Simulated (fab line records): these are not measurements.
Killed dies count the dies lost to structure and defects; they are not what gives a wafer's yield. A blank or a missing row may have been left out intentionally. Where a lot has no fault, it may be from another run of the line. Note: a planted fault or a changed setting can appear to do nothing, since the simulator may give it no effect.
Chamber matching || flow nand_harc || rie_diel-06 running NHARC_A_STAIRCASE_DESCUM_252: 4 sister chambers
The step chemistry O2, time 3 s. 4 wafers are shown with their chamber, then 9 later ones without.

WAFERS WITH THEIR CHAMBER
{"wafer": "L086.3", "chamber": 3, "showerhead_plenum_p_Torr (Torr)": 1.85}
{"wafer": "L091.2", "chamber": 0, "showerhead_plenum_p_Torr (Torr)": 1.85}
{"wafer": "L091.3", "chamber": 2, "showerhead_plenum_p_Torr (Torr)": 2.05}
{"wafer": "L091.4", "chamber": 1, "showerhead_plenum_p_Torr (Torr)": 1.81}

WAFERS WITHOUT THEIR CHAMBER
{"wafer": "L090.2", "showerhead_plenum_p_Torr (Torr)": 2.05}
{"wafer": "L090.4", "showerhead_plenum_p_Torr (Torr)": 1.84}
{"wafer": "L090.5", "showerhead_plenum_p_Torr (Torr)": 1.84}
{"wafer": "L092.2", "showerhead_plenum_p_Torr (Torr)": 1.85}
{"wafer": "L092.4", "showerhead_plenum_p_Torr (Torr)": 2.05}
{"wafer": "L092.6", "showerhead_plenum_p_Torr (Torr)": 1.84}
{"wafer": "L093.1", "showerhead_plenum_p_Torr (Torr)": 1.80}
{"wafer": "L093.2", "showerhead_plenum_p_Torr (Torr)": 1.85}
{"wafer": "L093.5", "showerhead_plenum_p_Torr (Torr)": 1.80}

CHAMBER TAKEN BY EACH
{"wafer": "L090.2", "from the rows above": 2, "in truth": 2}
{"wafer": "L090.4", "from the rows above": "can't be placed: 0 or 3", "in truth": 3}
{"wafer": "L090.5", "from the rows above": "can't be placed: 0 or 3", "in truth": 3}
{"wafer": "L092.2", "from the rows above": "can't be placed: 0 or 3", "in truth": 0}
{"wafer": "L092.4", "from the rows above": 2, "in truth": 2}
{"wafer": "L092.6", "from the rows above": "can't be placed: 0 or 3", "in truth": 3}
{"wafer": "L093.1", "from the rows above": 1, "in truth": 1}
{"wafer": "L093.2", "from the rows above": "can't be placed: 0 or 3", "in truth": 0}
{"wafer": "L093.5", "from the rows above": 1, "in truth": 1}
4 of 9 placed correctly. These rows do not allow placing 5 (true chamber among the candidates in 5). Number placed wrongly: 0.
How it was worked out, from the rows above alone: a wafer's distance from a chamber is the root of the sum, over the readings, of the square of ((its reading less the chamber's mean) divided by the reading's scatter). If the next closest chamber is less than 2 further off than the closest, the wafer can't be placed; otherwise it belongs to the closest. Each chamber's mean is taken over the wafers shown for it. The scatter (one wafer shown for each chamber): square how far every hidden wafer sits from the nearest shown wafer, average those squares and take the square root.
